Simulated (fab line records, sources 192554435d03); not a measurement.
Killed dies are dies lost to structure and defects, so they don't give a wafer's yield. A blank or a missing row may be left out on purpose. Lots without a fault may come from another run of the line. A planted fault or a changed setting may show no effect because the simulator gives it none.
Chamber matching | flow n5_finfet | N5_BEOL_M5_PRE_CLEAN_77 on cvd_co-02: 3 sister chambers
The step time 15 s. 3 wafers are shown with their chamber, then 8 later ones without.

WAFERS WITH THEIR CHAMBER
wafer  | chamber | heater_power_w (W)
L470.6 | 0       | 79
L479.1 | 2       | 95
L483.2 | 1       | 72

WAFERS WITHOUT THEIR CHAMBER
wafer  | heater_power_w (W)
L483.3 | 77
L483.4 | 91
L484.1 | 72
L484.3 | 92
L484.6 | 78
L485.2 | 96
L485.3 | 72
L485.5 | 94

WHICH CHAMBER EACH WENT THROUGH
wafer  | from the rows above     | in truth
L483.3 | can't be placed: 0 or 1 | 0
L483.4 | 2                       | 2
L484.1 | 1                       | 1
L484.3 | 2                       | 2
L484.6 | 0                       | 0
L485.2 | 2                       | 2
L485.3 | 1                       | 1
L485.5 | 2                       | 2
Placed correctly: 7 of 8. Can't be placed from these rows: 1 (the true chamber is among the candidates in 1). Placed wrongly: 0.
How it was worked out, from the rows above alone: a wafer's distance from a chamber is the root of the sum, over the readings, of the square of ((its reading less the chamber's mean) divided by the reading's scatter). The wafer belongs to the nearest chamber; if the next one is less than 2 further off, it can't be placed. A chamber's mean is the mean of its shown wafers. The scatter: with one shown wafer a chamber, the root of the mean of the squares of how far each hidden wafer lies from its nearest shown one.
